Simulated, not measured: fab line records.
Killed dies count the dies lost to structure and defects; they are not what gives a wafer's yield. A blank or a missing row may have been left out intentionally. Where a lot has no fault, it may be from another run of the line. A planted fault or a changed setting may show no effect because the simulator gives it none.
Which tool is to blame? :: flow nandHarc :: 24 lots, 72 wafers sampled, at 1 step of a route of 1159

== WHAT THE GAUGES READ, wafer by wafer ==
NHARC_P_GATE_CD_MEAS_33.
lot: L074
measured: day 4 21:23
on: cdSem-02
cdNm (nm): 125 120 120

lot: L075
measured: day 4 21:40
on: cdSem-01
cdNm (nm): 121 117 120

lot: L076
measured: day 5 09:28
on: cdSem-01
cdNm (nm): 119 114 115

lot: L077
measured: day 5 09:44
on: cdSem-01
cdNm (nm): 117 119 116

lot: L079
measured: day 5 17:55
on: cdSem-02
cdNm (nm): 116 121 119

lot: L078
measured: day 5 17:58
on: cdSem-03
cdNm (nm): 123 125 126

lot: L081
measured: day 6 11:05
on: cdSem-01
cdNm (nm): 120 119 122

lot: L080
measured: day 6 11:28
on: cdSem-02
cdNm (nm): 119 116 121

lot: L082
measured: day 6 22:06
on: cdSem-01
cdNm (nm): 118 121 128

lot: L083
measured: day 6 22:49
on: cdSem-02
cdNm (nm): 123 127 122

lot: L084
measured: day 7 09:38
on: cdSem-03
cdNm (nm): 120 122 119

lot: L085
measured: day 7 09:43
on: cdSem-03
cdNm (nm): 115 116 115

lot: L088
measured: day 8 02:47
on: cdSem-01
cdNm (nm): 121 115 120

lot: L086
measured: day 8 02:52
on: cdSem-03
cdNm (nm): 117 122 120

lot: L087
measured: day 8 02:56
on: cdSem-02
cdNm (nm): 118 116 117

lot: L089
measured: day 8 20:30
on: cdSem-01
cdNm (nm): 121 116 122

lot: L090
measured: day 8 21:19
on: cdSem-02
cdNm (nm): 120 116 116

lot: L091
measured: day 9 02:02
on: cdSem-03
cdNm (nm): 125 120 122

lot: L092
measured: day 9 02:36
on: cdSem-02
cdNm (nm): 117 125 122

lot: L093
measured: day 9 09:20
on: cdSem-01
cdNm (nm): 116 118 120

lot: L094
measured: day 9 17:02
on: cdSem-01
cdNm (nm): 116 120 117

lot: L095
measured: day 10 00:07
on: cdSem-02
cdNm (nm): 117 118 118

lot: L096
measured: day 10 07:41
on: cdSem-01
cdNm (nm): 111 121 112

lot: L097
measured: day 10 07:50
on: cdSem-03
cdNm (nm): 118 120 113

== WHICH TOOL RAN EACH LOT (tool, then ch and the chambers of the sampled wafers, then the start) ==
Record: no process step prior to these readings.

== AS READ BY THE TOOLS THEMSELVES (means over the sampled wafers that have a number; for cases with no such wafer, the mark the record gives instead) ==
The record holds no such reading with a usual standard deviation.

== THE ANSWER, worked out from the rows above alone ==
Rule: the lots themselves supply what counts as usual. The widest of any qualifying gaps counts: lots, ordered by their means at a reading, are off when they make up no more than a third of the lots, leave a main group of 4 or more, and stand apart from it by 3 or more times the standard deviation of that group's means. A main group whose means are all the same, to the digits that the tables above print for the reading, isn't used. Also off: a lot with no number at a reading for which 4 or more lots have one. All remaining lots with rows at the step are treated as sound. First the gauges in route order, then the tools' own readings, where a lot's mean is used as printed above. At the first step where some lot is off, the reading lying furthest off is the one used; lots without a number count as furthest.
No lot is off on any of the readings shown, so nothing can be concluded from this.

== WHAT THE SIMULATOR HAD INSERTED ==
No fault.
